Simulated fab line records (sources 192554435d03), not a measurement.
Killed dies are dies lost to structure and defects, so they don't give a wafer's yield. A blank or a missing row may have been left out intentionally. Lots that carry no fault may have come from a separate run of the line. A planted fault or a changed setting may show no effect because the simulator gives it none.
fab line records + flow n5-finfet
record
- lots=6
- wafers=18
- last-day=17
route steps=1938 shown BEOL_M8@1341
lots with no fault: from the same line, run without faults
start-h: the number of hours between the record's first day and the start of the first shown wafer of the lot + wait-h: hours elapsed since this lot's preceding step + " as in the row above + L1.1+2: several wafers, shown together as one row + - no value, or no start was given + * or withheld: withheld + < > ~ a bound
route shown NAME@n: names a module that has steps shown in the file, with the first one's number in the route + usual: mean and standard deviation over wafers with no fault + same: alike in all rows + chamber/n: place in a boat + sites: per-site readings + _std_site: how widely they spread, as a standard deviation + _edge_site: mean of outer sites minus mean of inner sites + radius-mm: for every site, how far away it sits from the centre of the wafer + mask NAME#n: copy n + behind: tool/chamber where the wafer was last shaped + hold: why the lot was held/for how many hours/how that ended + device: names the non-switching transistor (n, p or np) + end of line: the tests these same wafers got at the end of their route + where a step has no rows: the recipe by itself + killed: count of dies lost to structure and defects at first sort (not the wafer's yield) + map: a wafer's dies, x killed, . not, _ none there
set.NAME: the setting as run; set.NAME@STEP: as run at that earlier step + model.NAME: the simulator's own value behind a step, which no gauge read
certain route steps with their lots: each step a table, each wafer a row
services: when a tool's chamber went out of use (start-h, in hours from the record's first day, below 0 if earlier), for how many hours, and the reason
## steps
# step N5_BEOL_M8_SOFTBAKE_06
# recipe
- temp-c=110
- time-s=60
- resist=CAR-ArF
# step N5_BEOL_M8_EXPOSE_08
# recipe
- mask-id=M8
- na=1.35
- source-shape=dipole
- sigma-inner=0.817
- sigma-outer=0.97
- polarization=te
- dose-mj=68.25
# step N5_BEOL_M8_PEB_09
# recipe
- peb-temp-c=withheld
- peb-time-s=60
- resist=CAR-ArF
# step N5_BEOL_M8_DEVELOP_10
# recipe
- develop-time-s=30
- developer=TMAH
- resist=CAR-ArF
- rinse-liquid=diw
- dry=air-spin
- dev-temp-c=23
# step N5_BEOL_M8_CD_MEAS_11
# recipe
- target-cd-nm=38.5
- landing-energy-ev=500
- detector=se-inlens
- polarity=opening
# usual
- cd-nm=38.5/0.53
| lot.wafer | tool      | chamber | start-h | wait-h | cd-nm |
|-----------|-----------|---------|---------|--------|-------|
| L655.1    | cd-sem-03 | 0       | 205.87  | -      | 38.4  |
| L655.4    | "         | 0       | "       | "      | 38.5  |
| L655.6    | "         | 0       | "       | "      | 38.5  |
| L659.1    | cd-sem-03 | 0       | 224.58  | -      | 38.9  |
| L659.4    | "         | 0       | "       | "      | 39.2  |
| L659.5    | "         | 0       | "       | "      | 39.1  |
| L660.2    | cd-sem-02 | 0       | 233.85  | -      | 38.7  |
| L660.3    | "         | 0       | "       | "      | 38.2  |
| L660.6    | "         | 0       | "       | "      | 38.5  |
| L668.1    | cd-sem-01 | 0       | 288.22  | -      | 38.3  |
| L668.2    | "         | 0       | "       | "      | 38.5  |
| L668.6    | "         | 0       | "       | "      | 38.9  |
| L676.2    | cd-sem-03 | 0       | 324.98  | -      | 38.2  |
| L676.4    | "         | 0       | "       | "      | 37.8  |
| L676.5    | "         | 0       | "       | "      | 37.8  |
| L678.2    | cd-sem-02 | 0       | 342.07  | -      | 39.2  |
| L678.3    | "         | 0       | "       | "      | 39.0  |
| L678.5    | "         | 0       | "       | "      | 38.9  |
# step N5_BEOL_M8_OVL_MEAS_12
# recipe
- points-per-wafer=44
# usual
- M8_OVL=-0.6/0.78
| lot.wafer | tool       | chamber | start-h | wait-h | M8_OVL[nm] |
|-----------|------------|---------|---------|--------|------------|
| L655.1    | overlay-01 | 0       | 205.90  | 0.0    | -0.4       |
| L655.4    | "          | 0       | "       | "      | -0.6       |
| L655.6    | "          | 0       | "       | "      | -0.8       |
| L659.1    | overlay-02 | 0       | 224.61  | 0.0    | -1.7       |
| L659.4    | "          | 0       | "       | "      | -1.7       |
| L659.5    | "          | 0       | "       | "      | -2.1       |
| L660.2    | overlay-02 | 0       | 233.88  | 0.0    | 0.2        |
| L660.3    | "          | 0       | "       | "      | 0.1        |
| L660.6    | "          | 0       | "       | "      | 0.8        |
| L668.1    | overlay-01 | 0       | 288.25  | 0.0    | -1.6       |
| L668.2    | "          | 0       | "       | "      | -0.8       |
| L668.6    | "          | 0       | "       | "      | 0.0        |
| L676.2    | overlay-02 | 0       | 325.01  | 0.0    | -1.3       |
| L676.4    | "          | 0       | "       | "      | -1.0       |
| L676.5    | "          | 0       | "       | "      | -0.6       |
| L678.2    | overlay-02 | 0       | 342.10  | 0.0    | 0.3        |
| L678.3    | "          | 0       | "       | "      | -0.8       |
| L678.5    | "          | 0       | "       | "      | -0.9       |
# step N5_BEOL_M8_INSPECT_13
# recipe
- mode=adi
- inspect-instrument=brightfield
# usual
- raw-defect-count=411/89
| lot.wafer | tool              | chamber | start-h | wait-h | raw-defect-count |
|-----------|-------------------|---------|---------|--------|------------------|
| L655.1    | defect-inspect-02 | -       | 205.92  | 0.0    | 377              |
| L655.4    | "                 | -       | "       | "      | 351              |
| L655.6    | "                 | -       | "       | "      | 433              |
| L659.1    | defect-inspect-02 | -       | 224.63  | 0.0    | 309              |
| L659.4    | "                 | -       | "       | "      | 395              |
| L659.5    | "                 | -       | "       | "      | 422              |
| L660.2    | defect-inspect-02 | -       | 233.90  | 0.0    | 457              |
| L660.3    | "                 | -       | "       | "      | 629              |
| L660.6    | "                 | -       | "       | "      | 545              |
| L668.1    | defect-inspect-01 | -       | 288.27  | 0.0    | 458              |
| L668.2    | "                 | -       | "       | "      | 445              |
| L668.6    | "                 | -       | "       | "      | 356              |
| L676.2    | defect-inspect-02 | -       | 325.03  | 0.0    | 396              |
| L676.4    | "                 | -       | "       | "      | 342              |
| L676.5    | "                 | -       | "       | "      | 465              |
| L678.2    | defect-inspect-01 | -       | 342.12  | 0.0    | 437              |
| L678.3    | "                 | -       | "       | "      | 342              |
| L678.5    | "                 | -       | "       | "      | 367              |
# step N5_BEOL_M8_DESCUM_16
# recipe
- chemistry=O2
- time-s=7.9
- source-power-w=50
- bias-power-w=20
- pressure-mtorr=20
- rf-frequency-hz=2.712e+07
- temp-c=40
- resist=CAR-ArF
- o2-flow-sccm=225
# usual
- drypump-motor-current-A=5.62/0.3
- oes-product-au=0.78/0.11
- rf-vpp-V=243.1/1.4
- showerhead-plenum-p-Torr=2.09/0.078
- throttle-valve-pct=20.4/0.31
| lot.wafer | tool        | chamber | start-h | wait-h | drypump-motor-current-A | oes-product-au | rf-hours-counter-h | rf-vpp-V | showerhead-plenum-p-Torr | throttle-valve-pct |
|-----------|-------------|---------|---------|--------|-------------------------|----------------|--------------------|----------|--------------------------|--------------------|
| L655.1    | rie-diel-03 | 0       | 205.96  | 0.0    | 5.54                    | 0.77           | 158                | 242.2    | 1.99                     | 20.4               |
| L655.4    | "           | 1       | "       | "      | 5.28                    | 0.69           | 199                | 244.5    | 2.16                     | 20.4               |
| L655.6    | "           | 2       | "       | "      | 6.09                    | 0.70           | -                  | 243.7    | 2.06                     | 20.3               |
| L659.1    | rie-diel-06 | 2       | 224.98  | 0.3    | 6.27                    | 0.95           | 10                 | 244.6    | 2.22                     | 20.1               |
| L659.4    | "           | 0       | "       | "      | 5.81                    | 0.72           | 194                | 244.9    | 2.16                     | 20.6               |
| L659.5    | "           | 0       | "       | "      | 5.80                    | 0.71           | -                  | 244.9    | 2.16                     | 20.6               |
| L660.2    | rie-diel-03 | 2       | 233.99  | 0.1    | 6.10                    | 0.69           | 243                | 244.0    | 2.06                     | 20.3               |
| L660.3    | "           | 0       | "       | "      | 5.60                    | 0.76           | 169                | 242.8    | 1.98                     | 20.4               |
| L660.6    | "           | 3       | "       | "      | 5.89                    | 0.83           | -                  | 247.4    | 2.23                     | 20.5               |
| L668.1    | rie-diel-02 | 2       | 288.39  | 0.1    | 5.34                    | 0.98           | 9                  | 243.5    | 2.04                     | 19.9               |
| L668.2    | "           | 1       | "       | "      | 5.87                    | 0.69           | 250                | 244.3    | 2.15                     | 20.7               |
| L668.6    | "           | 1       | "       | "      | 5.89                    | 0.69           | -                  | 244.1    | 2.15                     | 20.7               |
| L676.2    | rie-diel-02 | 2       | 325.42  | 0.4    | 5.38                    | 0.94           | 26                 | 242.6    | 2.03                     | 19.9               |
| L676.4    | "           | 2       | "       | "      | 5.40                    | 0.95           | -                  | 242.5    | 2.03                     | 19.9               |
| L676.5    | "           | 0       | "       | "      | 5.60                    | 0.95           | -                  | 242.9    | 2.07                     | 20.2               |
| L678.2    | rie-diel-06 | 2       | 342.16  | 0.0    | 6.23                    | 0.86           | 51                 | 245.6    | 2.21                     | 20.2               |
| L678.3    | "           | 1       | "       | "      | 5.41                    | 0.96           | 8                  | 241.9    | 2.07                     | 20.5               |
| L678.5    | "           | 0       | "       | "      | 5.80                    | 0.68           | -                  | 243.4    | 2.15                     | 20.6               |
# step N5_BEOL_M8_ETCH_61
# recipe
- chemistry=CF4
- target=SiARC
- target-depth-a=455
- mask-material=CAR-ArF
- time-s=75.8
- ion-energy-ev=80
- pressure-mtorr=40
- source-w=545
- bias-w=36
- Ar_flow_sccm=100
- cf4-flow-sccm=100
- ends=cleared
# usual
- drypump-motor-current-A=5.62/0.3
- etch-rf-on-time-s=75.3/1.6
- oes-product-au=0.67/0.091
- rf-vpp-V=184.0/1.1
- showerhead-plenum-p-Torr=2.14/0.072
- throttle-valve-pct=15.66/0.29
| lot.wafer | tool        | chamber | start-h | wait-h | drypump-motor-current-A | etch-rf-on-time-s | oes-product-au | rf-hours-counter-h | rf-vpp-V | showerhead-plenum-p-Torr | throttle-valve-pct |
|-----------|-------------|---------|---------|--------|-------------------------|-------------------|----------------|--------------------|----------|--------------------------|--------------------|
| L655.1    | rie-diel-03 | 0       | 205.99  | 0.0    | 5.56                    | 74.5              | 0.66           | 158                | 183.5    | 2.06                     | 15.67              |
| L655.4    | "           | 1       | "       | "      | 5.30                    | 74.2              | 0.61           | 199                | 184.2    | 2.21                     | 15.66              |
| L655.6    | "           | 2       | "       | "      | 6.10                    | 77.7              | 0.59           | -                  | 184.5    | 2.13                     | 15.61              |
| L659.1    | rie-diel-06 | 2       | 225.01  | 0.0    | 6.25                    | 74.4              | 0.80           | 10                 | 187.5    | 2.29                     | 15.44              |
| L659.4    | "           | 0       | "       | "      | 5.81                    | 74.6              | 0.62           | 194                | 185.5    | 2.21                     | 15.74              |
| L659.5    | "           | 0       | "       | "      | 5.81                    | 74.6              | 0.62           | -                  | 185.0    | 2.21                     | 15.76              |
| L660.2    | rie-diel-03 | 2       | 234.02  | 0.0    | 6.12                    | 76.8              | 0.59           | 243                | 184.1    | 2.12                     | 15.63              |
| L660.3    | "           | 0       | "       | "      | 5.56                    | 75.1              | 0.64           | 169                | 184.3    | 2.05                     | 15.68              |
| L660.6    | "           | 3       | "       | "      | 5.92                    | 76.9              | 0.71           | -                  | 184.8    | 2.25                     | 15.50              |
| L668.1    | rie-diel-02 | 2       | 288.43  | 0.0    | 5.41                    | 72.6              | 0.84           | 9                  | 184.1    | 2.11                     | 15.23              |
| L668.2    | "           | 1       | "       | "      | 5.88                    | 75.1              | 0.60           | 250                | 184.4    | 2.20                     | 15.97              |
| L668.6    | "           | 1       | "       | "      | 5.85                    | 75.6              | 0.60           | -                  | 185.7    | 2.20                     | 15.96              |
| L676.2    | rie-diel-02 | 2       | 325.47  | 0.0    | 5.35                    | 72.8              | 0.81           | 26                 | 183.5    | 2.10                     | 15.27              |
| L676.4    | "           | 2       | "       | "      | 5.40                    | 72.6              | 0.81           | -                  | 182.3    | 2.10                     | 15.25              |
| L676.5    | "           | 0       | "       | "      | 5.62                    | 75.7              | 0.81           | -                  | 182.7    | 2.12                     | 15.31              |
| L678.2    | rie-diel-06 | 2       | 342.19  | 0.0    | 6.23                    | 74.4              | 0.74           | 51                 | 185.5    | 2.27                     | 15.53              |
| L678.3    | "           | 1       | "       | "      | 5.39                    | 75.3              | 0.81           | 8                  | 184.3    | 2.11                     | 15.53              |
| L678.5    | "           | 0       | "       | "      | 5.80                    | 75.2              | 0.59           | -                  | 185.0    | 2.19                     | 15.85              |
# step N5_BEOL_M8_ETCH_62
# recipe
- chemistry=N2/H2
- target=SOC
- target-depth-a=1100
- overetch-a=220
- mask-material=SiARC
- temp-c=40
- time-s=165
- ion-energy-ev=200
- pressure-mtorr=30
- source-w=840
- bias-w=150
- n2-flow-sccm=200
- h2-flow-sccm=200
# usual
- drypump-motor-current-A=5.63/0.3
- n2-flow-sccm=200.0/0.55
- oes-product-au=0.66/0.086
- rf-vpp-V=523.8/2.6
- showerhead-plenum-p-Torr=2.54/0.091
- throttle-valve-pct=17.9/0.31
| lot.wafer | tool        | chamber | start-h | wait-h | drypump-motor-current-A | n2-flow-sccm | oes-product-au | rf-hours-counter-h | rf-vpp-V | showerhead-plenum-p-Torr | throttle-valve-pct |
|-----------|-------------|---------|---------|--------|-------------------------|--------------|----------------|--------------------|----------|--------------------------|--------------------|
| L655.1    | rie-diel-03 | 0       | 206.05  | 0.0    | 5.56                    | 200.3        | 0.64           | 158                | 521.4    | 2.45                     | 18.1               |
| L655.4    | "           | 1       | "       | "      | 5.27                    | 199.9        | 0.59           | 199                | 525.6    | 2.63                     | 17.9               |
| L655.6    | "           | 2       | "       | "      | 6.10                    | 200.3        | 0.60           | -                  | 522.0    | 2.51                     | 17.8               |
| L659.1    | rie-diel-06 | 2       | 225.07  | 0.0    | 6.25                    | 200.8        | 0.79           | 10                 | 528.1    | 2.72                     | 17.6               |
| L659.4    | "           | 0       | "       | "      | 5.82                    | 200.5        | 0.61           | 194                | 525.1    | 2.64                     | 18.0               |
| L659.5    | "           | 0       | "       | "      | 5.83                    | 200.1        | 0.61           | -                  | 526.9    | 2.64                     | 18.0               |
| L660.2    | rie-diel-03 | 2       | 234.08  | 0.0    | 6.13                    | 200.5        | 0.59           | 243                | 523.4    | 2.50                     | 17.8               |
| L660.3    | "           | 0       | "       | "      | 5.52                    | 200.3        | 0.64           | 169                | 520.2    | 2.45                     | 18.1               |
| L660.6    | "           | 3       | "       | "      | 5.92                    | 200.6        | 0.70           | -                  | 528.1    | 2.69                     | 17.8               |
| L668.1    | rie-diel-02 | 2       | 288.48  | 0.0    | 5.36                    | 200.1        | 0.82           | 9                  | 521.8    | 2.50                     | 17.4               |
| L668.2    | "           | 1       | "       | "      | 5.87                    | 199.1        | 0.59           | 250                | 525.5    | 2.61                     | 18.2               |
| L668.6    | "           | 1       | "       | "      | 5.88                    | 199.9        | 0.60           | -                  | 527.2    | 2.61                     | 18.2               |
| L676.2    | rie-diel-02 | 2       | 325.55  | 0.1    | 5.44                    | 199.6        | 0.78           | 26                 | 523.5    | 2.50                     | 17.4               |
| L676.4    | "           | 2       | "       | "      | 5.40                    | 200.1        | 0.78           | -                  | 522.0    | 2.50                     | 17.4               |
| L676.5    | "           | 0       | "       | "      | 5.61                    | 200.3        | 0.79           | -                  | 521.3    | 2.49                     | 17.4               |
| L678.2    | rie-diel-06 | 2       | 342.25  | 0.0    | 6.27                    | 199.7        | 0.71           | 51                 | 527.3    | 2.70                     | 17.6               |
| L678.3    | "           | 1       | "       | "      | 5.42                    | 200.2        | 0.79           | 8                  | 521.2    | 2.50                     | 17.8               |
| L678.5    | "           | 0       | "       | "      | 5.78                    | 199.9        | 0.59           | -                  | 526.9    | 2.62                     | 18.1               |
# step N5_BEOL_M8_STRIP_68
# recipe
- chemistry=N2/H2
- temp-c=40
- n2-flow-sccm=200
- h2-flow-sccm=200
- rf-frequency-hz=6e+07
# step N5_BEOL_M8_STRIP_67
# recipe
- chemistry=CF4
- resist=SiARC
- power-w=300
- bias-power-w=75
- pressure-mtorr=50
- cf4-flow-sccm=150
- rf-frequency-hz=6e+07
# usual
- drypump-motor-current-A=5.62/0.29
- oes-product-au=0.78/0.1
- rf-vpp-V=271.1/1.6
- showerhead-plenum-p-Torr=1.80/0.061
- throttle-valve-pct=13.7/0.3
| lot.wafer | tool        | chamber | start-h | wait-h | drypump-motor-current-A | oes-product-au | rf-hours-counter-h | rf-vpp-V | showerhead-plenum-p-Torr | throttle-valve-pct |
|-----------|-------------|---------|---------|--------|-------------------------|----------------|--------------------|----------|--------------------------|--------------------|
| L655.1    | rie-diel-03 | 0       | 206.20  | 0.0    | 5.55                    | 0.77           | 158                | 270.6    | 1.72                     | 13.7               |
| L655.4    | "           | 1       | "       | "      | 5.28                    | 0.70           | 199                | 272.3    | 1.86                     | 13.7               |
| L655.6    | "           | 2       | "       | "      | 6.10                    | 0.71           | -                  | 270.4    | 1.79                     | 13.7               |
| L659.1    | rie-diel-06 | 2       | 225.21  | 0.0    | 6.26                    | 0.93           | 10                 | 273.4    | 1.91                     | 13.4               |
| L659.4    | "           | 0       | "       | "      | 5.82                    | 0.73           | 194                | 271.8    | 1.85                     | 13.7               |
| L659.5    | "           | 0       | "       | "      | 5.81                    | 0.72           | -                  | 272.4    | 1.85                     | 13.7               |
| L660.2    | rie-diel-03 | 2       | 234.22  | 0.0    | 6.12                    | 0.70           | 243                | 270.3    | 1.78                     | 13.7               |
| L660.3    | "           | 0       | "       | "      | 5.56                    | 0.75           | 169                | 269.7    | 1.72                     | 13.7               |
| L660.6    | "           | 3       | "       | "      | 5.90                    | 0.84           | -                  | 272.8    | 1.90                     | 13.5               |
| L668.1    | rie-diel-02 | 2       | 288.63  | 0.0    | 5.38                    | 0.97           | 9                  | 272.8    | 1.77                     | 13.2               |
| L668.2    | "           | 1       | "       | "      | 5.89                    | 0.70           | 250                | 272.8    | 1.85                     | 14.0               |
| L668.6    | "           | 1       | "       | "      | 5.86                    | 0.71           | -                  | 270.9    | 1.85                     | 14.0               |
| L676.2    | rie-diel-02 | 2       | 325.77  | 0.0    | 5.38                    | 0.93           | 26                 | 270.5    | 1.77                     | 13.2               |
| L676.4    | "           | 2       | "       | "      | 5.41                    | 0.92           | -                  | 270.9    | 1.77                     | 13.2               |
| L676.5    | "           | 0       | "       | "      | 5.59                    | 0.94           | -                  | 269.1    | 1.79                     | 13.3               |
| L678.2    | rie-diel-06 | 2       | 342.40  | 0.0    | 6.24                    | 0.85           | 51                 | 272.5    | 1.90                     | 13.5               |
| L678.3    | "           | 1       | "       | "      | 5.39                    | 0.95           | 8                  | 271.8    | 1.76                     | 13.4               |
| L678.5    | "           | 0       | "       | "      | 5.80                    | 0.69           | -                  | 270.1    | 1.83                     | 13.8               |
# step N5_BEOL_M8_HM_OPEN_17
# recipe
- chemistry=Cl2/BCl3
- target-depth-a=200
- overetch-a=60
- target=TiN
- mask-material=SOC
- ion-energy-ev=150
- pressure-mtorr=10
- icp-w=1000
- bias-w=126
- Cl2_flow_sccm=53.25
- bcl3-flow-sccm=21.75
- Ar_flow_sccm=25
# usual
- drypump-motor-current-A=5.8/0.32
- he-backside-leak-sccm=3.43/0.23
- oes-product-au=0.68/0.11
- throttle-valve-pct=22.00/0.3
| lot.wafer | tool         | chamber | start-h | wait-h | drypump-motor-current-A | he-backside-leak-sccm | oes-product-au | rf-hours-counter-h | throttle-valve-pct | model.SOC_of_BEOL_M8_COAT_59.thk-nm |
|-----------|--------------|---------|---------|--------|-------------------------|-----------------------|----------------|--------------------|--------------------|-------------------------------------|
| L655.1    | rie-metal-02 | 0       | 206.24  | 0.0    | 5.9                     | 3.25                  | 0.78           | 12                 | 21.46              | 92.2                                |
| L655.4    | "            | 0       | "       | "      | 5.9                     | 3.38                  | 0.77           | -                  | 21.47              | 92.4                                |
| L655.6    | "            | 0       | "       | "      | 5.9                     | 3.41                  | 0.77           | -                  | 21.45              | 92                                  |
| L659.1    | rie-metal-03 | 1       | 225.25  | 0.0    | 5.6                     | 3.66                  | 0.56           | 107                | 22.14              | 88.2                                |
| L659.4    | "            | 1       | "       | "      | 5.6                     | 3.62                  | 0.56           | -                  | 22.15              | 88                                  |
| L659.5    | "            | 0       | "       | "      | 5.6                     | 3.66                  | 0.56           | -                  | 22.05              | 92                                  |
| L660.2    | rie-metal-03 | 0       | 234.27  | 0.0    | 5.6                     | 3.65                  | 0.55           | 106                | 22.09              | 91.8                                |
| L660.3    | "            | 1       | "       | "      | 5.6                     | 3.71                  | 0.55           | -                  | 22.17              | 87.8                                |
| L660.6    | "            | 0       | "       | "      | 5.6                     | 3.66                  | 0.55           | -                  | 22.08              | 91.4                                |
| L668.1    | rie-metal-02 | 1       | 288.67  | 0.0    | 5.5                     | 3.28                  | 0.79           | 5                  | 21.99              | 92.2                                |
| L668.2    | "            | 0       | "       | "      | 5.9                     | 3.38                  | 0.74           | 19                 | 21.46              | 92                                  |
| L668.6    | "            | 1       | "       | "      | 5.5                     | 3.26                  | 0.79           | -                  | 21.98              | 92                                  |
| L676.2    | rie-metal-03 | 0       | 325.85  | 0.1    | 5.6                     | 3.74                  | 0.53           | -                  | 22.08              | 92                                  |
| L676.4    | "            | 0       | "       | "      | 5.6                     | 3.51                  | 0.54           | -                  | 22.09              | 92                                  |
| L676.5    | "            | 0       | "       | "      | 5.6                     | 3.68                  | 0.53           | -                  | 22.10              | 92                                  |
| L678.2    | rie-metal-03 | 1       | 342.44  | 0.0    | 5.6                     | 3.46                  | 0.84           | 1                  | 22.10              | 91.6                                |
| L678.3    | "            | 0       | "       | "      | 5.7                     | 3.65                  | 0.54           | -                  | 22.09              | 91.6                                |
| L678.5    | "            | 1       | "       | "      | 5.6                     | 3.35                  | 0.83           | -                  | 22.08              | 91.8                                |
# step N5_BEOL_M8_STRIP_19
# recipe
- chemistry=O2
- power-w=400
- temp-c=40
- pressure-mtorr=30
- rf-frequency-hz=6e+07
- bias-power-w=0
- overash-fraction=0.2
- o2-flow-sccm=225
# usual
- drypump-motor-current-A=5.67/0.29
- oes-product-au=0.75/0.084
- rf-vpp-V=3.7/0.61
- showerhead-plenum-p-Torr=2.10/0.079
- throttle-valve-pct=16.77/0.26
| lot.wafer | tool        | chamber | start-h | wait-h | drypump-motor-current-A | oes-product-au | rf-hours-counter-h | rf-vpp-V | showerhead-plenum-p-Torr | throttle-valve-pct |
|-----------|-------------|---------|---------|--------|-------------------------|----------------|--------------------|----------|--------------------------|--------------------|
| L655.1    | rie-diel-02 | 0       | 206.44  | 0.2    | 5.59                    | 0.67           | 225                | 2.4      | 2.08                     | 16.73              |
| L655.4    | "           | 1       | "       | "      | 5.85                    | 0.71           | 223                | 2.8      | 2.16                     | 16.95              |
| L655.6    | "           | 1       | "       | "      | 5.86                    | 0.71           | -                  | 2.5      | 2.16                     | 16.94              |
| L659.1    | rie-diel-02 | 3       | 225.50  | 0.2    | 5.58                    | 0.72           | 225                | 2.4      | 2.07                     | 17.20              |
| L659.4    | "           | 2       | "       | "      | 5.43                    | 0.70           | -                  | 3.2      | 2.05                     | 16.61              |
| L659.5    | "           | 0       | "       | "      | 5.61                    | 0.67           | -                  | 4.1      | 2.08                     | 16.77              |
| L660.2    | rie-diel-02 | 3       | 234.39  | 0.1    | 5.58                    | 0.71           | 229                | 3.2      | 2.07                     | 17.21              |
| L660.3    | "           | 1       | "       | "      | 5.84                    | 0.71           | 228                | 3.3      | 2.16                     | 16.95              |
| L660.6    | "           | 0       | "       | "      | 5.62                    | 0.67           | -                  | 4.1      | 2.08                     | 16.76              |
| L668.1    | rie-diel-03 | 3       | 288.78  | 0.1    | 5.93                    | 0.81           | 92                 | 3.4      | 2.23                     | 16.75              |
| L668.2    | "           | 1       | "       | "      | 5.28                    | 0.68           | 234                | 2.4      | 2.15                     | 16.76              |
| L668.6    | "           | 3       | "       | "      | 5.92                    | 0.81           | -                  | 3.1      | 2.23                     | 16.70              |
| L676.2    | rie-diel-03 | 2       | 326.02  | 0.1    | 6.10                    | 0.91           | 12                 | 3.0      | 2.05                     | 16.16              |
| L676.4    | "           | 3       | "       | "      | 5.92                    | 0.79           | 104                | 4.7      | 2.23                     | 16.73              |
| L676.5    | "           | 1       | "       | "      | 5.28                    | 0.66           | -                  | 3.0      | 2.15                     | 16.80              |
| L678.2    | rie-diel-03 | 3       | 342.60  | 0.1    | 5.90                    | 0.79           | 109                | 3.4      | 2.22                     | 16.76              |
| L678.3    | "           | 0       | "       | "      | 5.54                    | 0.73           | 209                | 4.9      | 1.98                     | 16.74              |
| L678.5    | "           | 3       | "       | "      | 5.91                    | 0.79           | -                  | 4.8      | 2.22                     | 16.76              |
## services
| tool         | chamber | start-h | hours | kind                          |
|--------------|---------|---------|-------|-------------------------------|
| rie-diel-02  | 3       | 185.18  | 6.4   | repair                        |
| rie-diel-03  | 3       | 225.89  | 3.9   | repair                        |
| rie-diel-02  | 2       | 241.87  | -     | clean                         |
| rie-diel-02  | 2       | 241.87  | -     | consumable-replace:focus-ring |
| rie-diel-02  | 2       | 241.87  | 24.2  | scheduled-down                |
| rie-diel-02  | 2       | 241.87  | 24.2  | vent-cycle                    |
| rie-metal-02 | -       | 243.73  | 5.6   | repair                        |
| rie-diel-03  | 2       | 256.56  | -     | clean                         |
| rie-diel-03  | 2       | 256.56  | -     | consumable-replace:focus-ring |
| rie-diel-03  | 2       | 256.56  | 32.4  | scheduled-down                |
| rie-diel-03  | 2       | 256.56  | 32.4  | vent-cycle                    |
| rie-diel-06  | 2       | 279.68  | 6.7   | repair                        |
| rie-diel-02  | 0       | 290.62  | -     | clean                         |
| rie-diel-02  | 0       | 290.62  | -     | consumable-replace:focus-ring |
| rie-diel-02  | 0       | 290.62  | 26.0  | scheduled-down                |
| rie-diel-02  | 0       | 290.62  | 26.0  | vent-cycle                    |
| rie-diel-02  | 1       | 316.83  | -     | clean                         |
| rie-diel-02  | 1       | 316.83  | -     | consumable-replace:focus-ring |
| rie-diel-02  | 1       | 316.83  | 16.5  | scheduled-down                |
| rie-diel-02  | 1       | 316.83  | 16.5  | vent-cycle                    |
| rie-diel-02  | 3       | 333.67  | -     | clean                         |
| rie-diel-02  | 3       | 333.67  | -     | consumable-replace:focus-ring |
| rie-diel-02  | 3       | 333.67  | 18.8  | scheduled-down                |
| rie-diel-02  | 3       | 333.67  | 18.8  | vent-cycle                    |
## key
first-sign none at tools or gauges
model-effect
- step=N5_BEOL_M8_HM_OPEN_17
- value=SOC_of_BEOL_M8_COAT_59.thk-nm
- without=92.33
- struck=88
met-at N5_BEOL_M8_HM_OPEN_17
struck-wafers L659.1,L659.4,L660.3
fault
- kind=process-parameter-drift
- tool=rie-metal-03
- chamber=1
- onset-h=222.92
- steps=N5_BEOL_M8_HM_OPEN_17
- channel=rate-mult
- offset=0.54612
- shape=step
- end-h=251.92
